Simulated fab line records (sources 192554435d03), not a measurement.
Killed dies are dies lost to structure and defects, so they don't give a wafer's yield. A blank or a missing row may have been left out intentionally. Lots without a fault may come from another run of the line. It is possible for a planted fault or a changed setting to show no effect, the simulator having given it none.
Matching of chambers -- flow n5Finfet -- N5_BEOL_M8_ETCH_72 on rieDiel-03: 4 sister chambers
The step etches underlayer in N2/H2, target depth 6.5 nm, time 5.2 s. 14 wafers are shown with their chamber, then 7 later ones without.

== WAFERS WITH THEIR CHAMBER ==
wafer,chamber,drypumpMotorCurrentA (A),showerheadPlenumPTorr (Torr),throttleValvePct (%)
L076.2,1,6.1,2.59,17.56
L076.3,0,5.5,2.68,17.32
L076.5,1,6.2,2.59,17.58
L078.2,3,6.0,2.53,17.74
L078.5,0,5.5,2.67,17.33
L078.6,3,6.0,2.53,17.76
L084.2,0,5.5,2.67,17.31
L084.4,1,6.1,2.58,17.62
L084.6,1,6.1,2.58,17.63
L088.2,2,5.6,2.57,17.37
L088.4,1,6.1,2.58,17.62
L088.5,1,6.1,2.58,17.61
L094.1,0,5.5,2.66,17.38
L094.5,3,6.0,2.52,17.84

SIGNATURES, as means of the wafers listed above
reading,chamber 0,chamber 1,chamber 2,chamber 3,scatter within a chamber
drypumpMotorCurrentA,5.500,6.117,5.600,6.000,0.0289
showerheadPlenumPTorr,2.6700,2.5833,2.5700,2.5267,0.00632
throttleValvePct,17.3350,17.6033,17.3700,17.7800,0.035
Rule: for each reading, subtract the chamber's mean from the wafer's reading, divide by that reading's scatter and square the result; add these up over the readings and take the root, which gives the wafer's distance from the chamber. The wafer belongs to the nearest chamber; if the next one is less than 2 further off, it can't be placed. The scatter is the square root of a quotient: the sum, over the shown wafers, of each reading's squared deviation from its chamber's mean, divided by wafers minus chambers.

== WAFERS WITH NO CHAMBER GIVEN ==
wafer,drypumpMotorCurrentA (A),showerheadPlenumPTorr (Torr),throttleValvePct (%)
L094.6,5.6,2.56,17.40
L096.1,6.2,2.57,17.68
L096.2,6.0,2.52,17.86
L096.4,5.6,2.56,17.40
L095.2,6.1,2.57,17.68
L095.3,5.5,2.66,17.36
L095.4,6.0,2.52,17.82

== WHICH CHAMBER EACH WENT THROUGH ==
wafer,from the rows above,in truth
L094.6,2,2
L096.1,1,1
L096.2,3,3
L096.4,2,2
L095.2,1,1
L095.3,0,0
L095.4,3,3
Placed correctly: 7 of 7. Not placeable from these rows: 0. Placed wrongly: 0.
